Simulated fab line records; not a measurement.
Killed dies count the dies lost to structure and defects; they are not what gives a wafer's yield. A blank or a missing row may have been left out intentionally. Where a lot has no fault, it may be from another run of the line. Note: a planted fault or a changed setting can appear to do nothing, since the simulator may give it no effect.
fab line records ; flow nandHarc
record lots=5; wafers=15; lastDay=25
route steps=1159 shown P_GATE@126
lots that met no fault: taken from a fault-free run of the same line
startH: the number of hours between the record's first day and the start of the first shown wafer of the lot ; waitH: how many hours have passed since the lot's step before this one ; " unchanged from the row above ; L1.1+2: a single row standing in for several wafers ; - no value present, or no start provided ; * or withheld: withheld ; < > ~ a bound
route shown NAME@n: a module of which the file shows steps, and the number in the route of the first ; usual: mean/standard deviation of fault-free wafers ; same: alike in all rows ; chamber/n: place in a boat ; sites: per-site readings ; _std_site: how widely they spread, as a standard deviation ; _edge_site: mean of outer sites minus mean of inner sites ; radiusMm: for every site, how far away it sits from the centre of the wafer ; mask NAME#n: copy n ; behind: the tool/chamber that last shaped the wafer ; hold: why the lot was held/for how many hours/how that ended ; device: the n, p or np transistor that did not switch ; end of line: tests run on the same wafers once the route is complete ; a step without rows: its recipe alone ; killed: the dies lost at the first sort to structure and to defects; this is not the yield of the wafer ; map: a wafer's dies, x killed, . not, _ none there
set.NAME: setting as actually run; set.NAME@STEP: the setting as run at that earlier step ; model.NAME: the simulator's own value behind a step, which no gauge read
lots at selected steps of the route; one table per step, one row per wafer
services: a tool's chamber out of use, with start hour (startH, from the record's first day; less than 0 if before it), hours out, and reason
## steps
# step NHARC_P_GATE_STRIP_15
# recipe timeS=780; tempC=130; chemistry=SPM
# step NHARC_P_GATE_PRECLEAN_71
# recipe timeS=*; tempC=50; bathAgeMin=0; chemistry=SC1
# step NHARC_P_GATE_SRD_72
# step NHARC_P_GATE_OXIDE_16
# recipe targetThkA=30; tempC=875; oxTimeS=392; material=SiO2
# step NHARC_P_GATE_CVD_17
# recipe targetThkA=1500; tempC=620; timeS=900; material=poly-Si
# step NHARC_P_GATE_HM_DEP_102
# recipe targetThkA=1200; tempC=400; material=aC
# usual throttleValvePct=35.000/0.0093
lot.wafer;tool;chamber;startH;waitH;throttleValvePct
L494.1;aclDep-01;0;133.58;0.4;34.985
L494.3;aclDep-01;0;133.58;0.4;35.000
L494.5;aclDep-01;0;133.58;0.4;34.992
L499.1;aclDep-01;0;164.79;2.4;35.021
L499.4;aclDep-01;0;164.79;2.4;35.005
L499.6;aclDep-01;0;164.79;2.4;34.993
L508.2;aclDep-02;0;221.23;0.5;35.004
L508.4;aclDep-02;0;221.23;0.5;35.004
L508.6;aclDep-02;0;221.23;0.5;34.993
L510.3;aclDep-03;0;221.34;0.6;34.994
L510.4;aclDep-03;0;221.34;0.6;35.008
L510.5;aclDep-03;0;221.34;0.6;34.989
L509.1;aclDep-03;0;221.76;1.0;34.997
L509.3;aclDep-03;0;221.76;1.0;35.002
L509.6;aclDep-03;0;221.76;1.0;35.006
# step NHARC_P_GATE_DEP_103
# recipe targetThkA=300; targetThkNm=30; tempC=400; flowSccm=200; rfW=350; material=SiON
# usual heaterPowerW=797/73
lot.wafer;tool;chamber;startH;waitH;heaterPowerW;sinceWetCleanH
L494.3;pecvd-01;2;134.25;0.3;800;65
L494.1;pecvd-01;0;134.25;0.3;906;65
L494.5;pecvd-01;2;134.25;0.3;787;-
L499.1;pecvd-01;1;165.52;0.6;804;97
L499.6;pecvd-01;2;165.52;0.6;736;-
L499.4;pecvd-01;0;165.52;0.6;839;-
L510.3;pecvd-03;0;221.84;0.4;721;98
L510.4;pecvd-03;1;221.84;0.4;750;-
L510.5;pecvd-03;0;221.84;0.4;730;-
L508.2;pecvd-03;2;221.99;0.6;801;98
L508.6;pecvd-03;1;221.99;0.6;858;-
L508.4;pecvd-03;0;221.99;0.6;736;-
L509.3;pecvd-01;1;222.46;0.4;835;153
L509.1;pecvd-01;2;222.46;0.4;780;154
L509.6;pecvd-01;2;222.46;0.4;777;-
# step NHARC_P_GATE_DEHYDRATE_18
# recipe tempC=150; timeS=120
# step NHARC_P_GATE_HMDS_19
# recipe timeS=30
# step NHARC_P_GATE_COAT_20
# recipe spinRpm=1500; resistThkNm=90
# step NHARC_P_GATE_SOFTBAKE_21
# recipe tempC=105; timeS=55
# step NHARC_P_GATE_EBR_22
# step NHARC_P_GATE_EXPOSE_23
# recipe na=1.35; targetCdNm=120; doseMj=93.91; maskId=P_GATE
# usual reticleTempC=22.99/0.094
lot.wafer;tool;chamber;startH;waitH;mask;reticleTempC
L494.1;arfiScanner-01;0;134.66;-;P_GATE#0;23.05
L494.3;arfiScanner-01;0;134.66;-;P_GATE#0;23.16
L494.5;arfiScanner-01;0;134.66;-;P_GATE#0;23.00
L499.1;arfiScanner-03;0;166.00;-;P_GATE_R1#0;22.92
L499.4;arfiScanner-03;0;166.00;-;P_GATE_R1#0;22.99
L499.6;arfiScanner-03;0;166.00;-;P_GATE_R1#0;22.82
L510.3;arfiScanner-03;0;222.33;-;P_GATE#0;23.01
L510.4;arfiScanner-03;0;222.33;-;P_GATE#0;22.86
L510.5;arfiScanner-03;0;222.33;-;P_GATE#0;22.85
L508.2;arfiScanner-03;0;222.63;-;P_GATE#0;22.95
L508.4;arfiScanner-03;0;222.63;-;P_GATE#0;23.01
L508.6;arfiScanner-03;0;222.63;-;P_GATE#0;22.97
L509.1;arfiScanner-01;0;222.97;-;P_GATE#0;23.08
L509.3;arfiScanner-01;0;222.97;-;P_GATE#0;23.11
L509.6;arfiScanner-01;0;222.97;-;P_GATE#0;23.05
# step NHARC_P_GATE_PEB_24
# recipe pebTempC=100; pebTimeS=65
# step NHARC_P_GATE_DEVELOP_25
# recipe developTimeS=35; devTempC=23
# step NHARC_P_GATE_CD_MEAS_26
# recipe targetCdNm=120; landingEnergyEv=500
# usual cdNm=120.1/0.63
lot.wafer;tool;chamber;startH;waitH;cdNm
L494.1;cdSem-03;0;134.80;-;119.9
L494.3;cdSem-03;0;134.80;-;120.6
L494.5;cdSem-03;0;134.80;-;119.4
L499.1;cdSem-02;0;166.15;-;111.5
L499.4;cdSem-02;0;166.15;-;111.1
L499.6;cdSem-02;0;166.15;-;111.9
L510.3;cdSem-03;0;222.47;-;119.5
L510.4;cdSem-03;0;222.47;-;119.1
L510.5;cdSem-03;0;222.47;-;120.0
L508.2;cdSem-01;0;222.77;-;119.5
L508.4;cdSem-01;0;222.77;-;119.7
L508.6;cdSem-01;0;222.77;-;120.3
L509.1;cdSem-02;0;223.11;-;120.6
L509.3;cdSem-02;0;223.11;-;120.3
L509.6;cdSem-02;0;223.11;-;119.7
# step NHARC_P_GATE_OVL_MEAS_27
# usual overlayXNm=0.0/0.9; overlayYNm=0.0/0.69
lot.wafer;tool;chamber;startH;waitH;overlayXNm;overlayYNm
L494.1;overlay-02;-;134.89;-;0.2;-0.2
L494.3;overlay-02;-;134.89;-;0.2;-0.5
L494.5;overlay-02;-;134.89;-;0.3;-0.1
L499.1;overlay-02;-;166.23;-;0.0;0.5
L499.4;overlay-02;-;166.23;-;0.0;1.1
L499.6;overlay-02;-;166.23;-;-0.3;0.8
L510.3;overlay-02;-;222.55;-;0.9;-1.1
L510.4;overlay-02;-;222.55;-;1.0;-0.9
L510.5;overlay-02;-;222.55;-;1.2;-1.2
L508.2;overlay-02;-;222.86;-;1.1;0.0
L508.4;overlay-02;-;222.86;-;1.2;-0.4
L508.6;overlay-02;-;222.86;-;1.2;-0.1
L509.1;overlay-02;-;223.20;-;-1.5;0.7
L509.3;overlay-02;-;223.20;-;-2.2;1.1
L509.6;overlay-02;-;223.20;-;-2.0;1.3
# step NHARC_P_GATE_INSPECT_28
# usual rawDefectCount=6.3/3
lot.wafer;tool;chamber;startH;waitH;rawDefectCount
L494.1;defectInspect-01;-;134.93;0.0;4
L494.3;defectInspect-01;-;134.93;0.0;7
L494.5;defectInspect-01;-;134.93;0.0;9
L499.1;defectInspect-01;-;166.27;0.0;2
L499.4;defectInspect-01;-;166.27;0.0;3
L499.6;defectInspect-01;-;166.27;0.0;2
L510.3;defectInspect-02;-;222.59;0.0;7
L510.4;defectInspect-02;-;222.59;0.0;6
L510.5;defectInspect-02;-;222.59;0.0;10
L508.2;defectInspect-02;-;222.89;0.0;5
L508.4;defectInspect-02;-;222.89;0.0;4
L508.6;defectInspect-02;-;222.89;0.0;3
L509.1;defectInspect-02;-;223.24;0.0;11
L509.3;defectInspect-02;-;223.24;0.0;4
L509.6;defectInspect-02;-;223.24;0.0;8
# step NHARC_P_GATE_DESCUM_31
# recipe timeS=3; o2FlowSccm=200; arFlowSccm=0; biasPowerW=0; chemistry=O2
# usual drypumpMotorCurrentA=5.8/0.43; oesProductAu=1.001/0.012; rfVppV=57.6/0.9; showerheadPlenumPTorr=1.90/0.09; throttleValvePct=11.311/0.0097
lot.wafer;tool;chamber;startH;waitH;drypumpMotorCurrentA;oesProductAu;rfHoursCounterH;rfVppV;showerheadPlenumPTorr;throttleValvePct;model.P_GATE.cdNm
L494.3;rieDiel-08;1;134.99;0.1;6.2;0.989;0;57.9;1.88;11.308;121
L494.1;rieDiel-08;0;134.99;0.1;6.3;1.013;0;56.6;1.86;11.295;120
L494.5;rieDiel-08;2;134.99;0.1;4.9;0.987;-;59.1;2.04;11.308;120.2
L499.4;rieDiel-06;2;166.34;0.1;5.7;0.998;31;58.0;1.82;11.325;111.7
L499.1;rieDiel-06;3;166.34;0.1;5.8;1.007;33;59.0;2.00;11.317;112
L499.6;rieDiel-06;1;166.34;0.1;6.2;1.014;-;56.8;1.81;11.321;111.3
L510.3;rieDiel-06;0;222.67;0.1;5.6;1.014;54;58.1;1.79;11.322;119.2
L510.4;rieDiel-06;3;222.67;0.1;5.7;1.007;-;58.2;1.99;11.314;119.3
L510.5;rieDiel-06;0;222.67;0.1;5.6;1.010;-;57.8;1.79;11.306;120
L508.2;rieDiel-08;3;222.97;0.1;6.2;0.993;17;57.9;1.83;11.307;119.9
L508.6;rieDiel-08;3;222.97;0.1;6.2;1.006;-;56.6;1.83;11.320;120.1
L508.4;rieDiel-08;1;222.97;0.1;6.1;0.974;-;56.9;1.88;11.300;119.3
L509.1;rieDiel-08;1;223.30;0.1;6.1;0.977;19;57.2;1.88;11.301;120.9
L509.3;rieDiel-08;3;223.30;0.1;6.2;1.000;17;56.7;1.83;11.301;120.8
L509.6;rieDiel-08;2;223.30;0.1;4.9;1.005;-;58.4;2.04;11.308;120
# step NHARC_P_GATE_ETCH_104
# recipe targetDepthA=600; timeS=withheld; cf4FlowSccm=100; chf3FlowSccm=30; arFlowSccm=0; rfW=500; biasW=200; chemistry=CF4/CHF3
# usual drypumpMotorCurrentA=5.8/0.43; oesProductAu=0.947/0.019; rfVppV=370.4/2.5; showerheadPlenumPTorr=1.57/0.07; throttleValvePct=16.802/0.0096
lot.wafer;tool;chamber;startH;waitH;drypumpMotorCurrentA;oesProductAu;rfVppV;showerheadPlenumPTorr;throttleValvePct
L494.3;rieDiel-08;2;135.07;0.1;4.9;0.951;374.2;1.67;16.803
L494.1;rieDiel-08;3;135.07;0.1;6.2;0.965;368.7;1.51;16.809
L494.5;rieDiel-08;2;135.07;0.1;4.9;0.965;372.2;1.67;16.812
L499.1;rieDiel-06;0;166.50;0.1;5.6;0.956;366.2;1.48;16.791
L499.4;rieDiel-06;1;166.50;0.1;6.2;0.946;368.5;1.49;16.821
L499.6;rieDiel-06;0;166.50;0.1;5.6;0.952;367.5;1.48;16.803
L510.3;rieDiel-06;0;222.75;0.1;5.6;0.938;367.5;1.48;16.795
L510.4;rieDiel-06;0;222.75;0.1;5.6;0.956;367.2;1.48;16.790
L510.5;rieDiel-06;3;222.75;0.1;5.7;0.950;372.9;1.63;16.800
L508.2;rieDiel-08;2;223.06;0.1;4.9;0.947;373.7;1.67;16.802
L508.6;rieDiel-08;3;223.06;0.1;6.2;0.967;367.5;1.51;16.808
L508.4;rieDiel-08;1;223.06;0.1;6.1;0.941;369.0;1.54;16.793
L509.1;rieDiel-08;1;223.40;0.1;6.2;0.906;370.2;1.54;16.799
L509.3;rieDiel-08;2;223.40;0.1;4.9;0.916;372.7;1.67;16.787
L509.6;rieDiel-08;3;223.40;0.1;6.2;0.920;370.3;1.51;16.798
# step NHARC_P_GATE_HM_OPEN_105
# recipe targetDepthA=3600; o2FlowSccm=400; cosFlowSccm=20; arFlowSccm=0; rfW=500; biasW=300; chemistry=O2/COS
# usual drypumpMotorCurrentA=5.8/0.42; oesProductAu=1.000/0.013; rfVppV=466.8/2.9; showerheadPlenumPTorr=3.11/0.14; throttleValvePct=28.329/0.0089
lot.wafer;tool;chamber;startH;waitH;drypumpMotorCurrentA;oesProductAu;rfHoursCounterH;rfVppV;showerheadPlenumPTorr;throttleValvePct
L494.3;rieDiel-08;3;-;-;6.2;0.996;0;464.5;3.00;28.338
L494.1;rieDiel-08;2;-;-;4.9;0.995;0;470.3;3.32;28.323
L494.5;rieDiel-08;3;-;-;6.2;0.994;-;465.6;3.00;28.327
L499.4;rieDiel-06;3;-;-;5.8;1.007;33;469.4;3.25;28.333
L499.1;rieDiel-06;0;-;-;5.6;1.000;32;463.7;2.94;28.341
L499.6;rieDiel-06;2;-;-;5.7;1.006;-;464.1;2.97;28.330
L510.3;rieDiel-06;2;-;-;5.7;0.993;55;463.2;2.96;28.334
L510.4;rieDiel-06;2;-;-;5.7;1.000;-;464.0;2.96;28.325
L510.5;rieDiel-06;0;-;-;5.6;1.005;-;462.9;2.93;28.305
L508.2;rieDiel-08;1;-;-;6.1;0.974;19;465.8;3.06;28.316
L508.6;rieDiel-08;3;-;-;6.2;0.983;-;463.8;2.99;28.340
L508.4;rieDiel-08;1;-;-;6.1;0.972;-;467.1;3.06;28.333
L509.3;rieDiel-08;1;-;-;6.1;0.977;19;467.2;3.06;28.337
L509.1;rieDiel-08;2;-;-;4.9;0.995;19;471.2;3.31;28.320
L509.6;rieDiel-08;3;-;-;6.2;1.002;-;463.1;2.99;28.305
# step NHARC_P_GATE_STRIP_106
# recipe o2FlowSccm=400; cosFlowSccm=20; arFlowSccm=0; biasW=0; chemistry=O2/COS
# step NHARC_P_GATE_ETCH_114
# recipe targetDepthA=300; overetchA=30; timeS=16.5; ionEnergyEv=100; cf4FlowSccm=80; o2FlowSccm=20; arFlowSccm=0; rfW=300; biasW=100; chemistry=CF4/O2
# step NHARC_P_GATE_ETCH_32
# recipe targetDepthA=1500; overEtchFrac=1; overEtchIonEnergyEv=40; timeS=100.1; hbrFlowSccm=150; cl2FlowSccm=50; rfW=400; icpW=400; biasW=100; chemistry=HBr/Cl2
# usual drypumpMotorCurrentA=5.9/0.55; oesProductAu=1.004/0.009; throttleValvePct=26.406/0.0094
lot.wafer;tool;chamber;startH;waitH;drypumpMotorCurrentA;oesProductAu;rfHoursCounterH;throttleValvePct;model.P_GATE.cdNm
L494.3;rieSi-05;2;135.51;-;5.1;1.010;0.6;26.412;124.8
L494.1;rieSi-05;3;135.51;-;5.0;1.013;0.6;26.416;120.2
L494.5;rieSi-05;2;135.51;-;5.1;1.013;-;26.407;123.5
L499.1;rieSi-05;3;166.97;-;5.0;1.017;0.8;26.411;111.1
L499.4;rieSi-05;0;166.97;-;5.4;0.993;0.8;26.412;111.3
L499.6;rieSi-05;2;166.97;-;5.0;1.005;-;26.409;113.7
L510.3;rieSi-06;3;223.35;-;5.8;0.996;0.2;26.412;124.9
L510.4;rieSi-06;1;223.35;-;6.3;1.001;0.2;26.393;123.3
L510.5;rieSi-06;2;223.35;-;5.6;0.998;-;26.402;123.9
L508.2;rieSi-06;2;223.54;-;5.7;1.001;0.3;26.406;118.6
L508.4;rieSi-06;3;223.54;-;5.8;0.993;0.3;26.406;119.6
L508.6;rieSi-06;1;223.54;-;6.3;1.004;-;26.412;121
L509.3;rieSi-06;1;223.97;-;6.3;1.005;0.3;26.394;119.6
L509.1;rieSi-06;3;223.97;-;5.8;0.996;0.4;26.413;126.3
L509.6;rieSi-06;1;223.97;-;6.3;1.017;-;26.418;121.2
# step NHARC_P_GATE_STRIP_108
# recipe o2FlowSccm=500; arFlowSccm=0; biasW=0; chemistry=O2
# usual drypumpMotorCurrentA=5.8/0.43; oesProductAu=1.000/0.013; rfVppV=57.8/0.95; showerheadPlenumPTorr=3.51/0.15; throttleValvePct=17.038/0.0088
lot.wafer;tool;chamber;startH;waitH;drypumpMotorCurrentA;oesProductAu;rfHoursCounterH;rfVppV;showerheadPlenumPTorr;throttleValvePct
L494.1;rieDiel-08;0;135.67;-;6.3;1.010;0;59.4;3.43;17.053
L494.3;rieDiel-08;1;135.67;-;6.1;0.984;0;58.2;3.47;17.018
L494.5;rieDiel-08;1;135.67;-;6.1;0.979;-;59.0;3.47;17.040
L499.1;rieDiel-06;0;167.13;-;5.6;1.001;32;58.2;3.32;17.034
L499.4;rieDiel-06;2;167.13;-;5.7;0.998;32;57.6;3.36;17.034
L499.6;rieDiel-06;0;167.13;-;5.6;0.991;-;56.4;3.32;17.033
L510.3;rieDiel-06;2;223.53;-;5.7;1.003;55;57.7;3.35;17.046
L510.4;rieDiel-06;0;223.53;-;5.6;1.017;-;58.5;3.31;17.051
L510.5;rieDiel-06;2;223.53;-;5.7;1.000;-;57.3;3.35;17.052
L508.2;rieDiel-08;1;223.76;-;6.1;0.972;19;57.9;3.46;17.037
L508.4;rieDiel-08;3;223.76;-;6.2;0.993;-;58.1;3.38;17.025
L508.6;rieDiel-08;2;223.76;-;4.9;0.995;-;57.9;3.74;17.049
L509.3;rieDiel-06;3;224.13;-;5.8;1.025;59;57.2;3.65;17.044
L509.1;rieDiel-06;2;224.13;-;5.7;1.015;55;56.1;3.35;17.038
L509.6;rieDiel-06;3;224.13;-;5.7;1.013;-;57.3;3.65;17.027
## services
tool;chamber;startH;hours;kind
pecvd-03;-;111.13;13.0;pm
aclDep-01;-;112.40;13.0;pm
pecvd-01;-;115.33;5.5;repair
rieDiel-06;1;120.98;3.8;repair
rieDiel-08;-;124.86;9.0;pm
rieDiel-08;0;124.86;9.0;ventCycle
rieDiel-08;1;124.86;9.0;ventCycle
rieDiel-08;2;124.86;9.0;ventCycle
rieDiel-08;3;124.86;9.0;ventCycle
rieDiel-08;0;133.86;-;clean
rieDiel-08;1;133.86;-;clean
rieDiel-08;2;133.86;-;clean
rieDiel-08;3;133.86;-;clean
arfiScanner-03;-;136.56;1.9;repair
rieSi-06;2;158.10;5.8;repair
aclDep-02;-;168.68;13.0;pm
pecvd-03;0;169.67;9.2;repair
rieSi-06;-;183.00;9.0;pm
arfiScanner-01;-;189.06;1.7;repair
arfiScanner-01;-;196.00;4.0;pm
rieDiel-06;1;202.75;4.9;repair
rieDiel-06;1;215.78;28.6;repair
rieDiel-08;0;222.34;17.2;repair
aclDep-03;-;223.24;13.0;pm
## key
firstSign step=NHARC_P_GATE_EXPOSE_23; reading=mask; direction=changed
effect step=NHARC_P_GATE_CD_MEAS_26; reading=cdNm; direction=down; sigmas=14; usual=120.1; struck=111.5
modelEffect step=NHARC_P_GATE_DESCUM_31; value=P_GATE.cdNm; without=121.4; struck=111.7
modelEffect step=NHARC_P_GATE_ETCH_32; value=P_GATE.cdNm; without=121.8; struck=112.1
metAt NHARC_P_GATE_EXPOSE_23
struckWafers L499.1,L499.4,L499.6
testerLeftOut L499
fault kind=wrongMask; tool=any; chamber=-; onsetH=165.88; steps=NHARC_P_GATE_EXPOSE_23; auxCopy=P_GATE_R1#0; cdOffsetNm=-9.7177; scope=struckLotsOnly
# testerLeftOut: of these lots the tester's yield and bins aren't shown, on N5 and GAA mostly nor the transistor test; their killed dies are dies lost to structure and defects alone, not to doping, threshold or leakage, so they don't give the yield
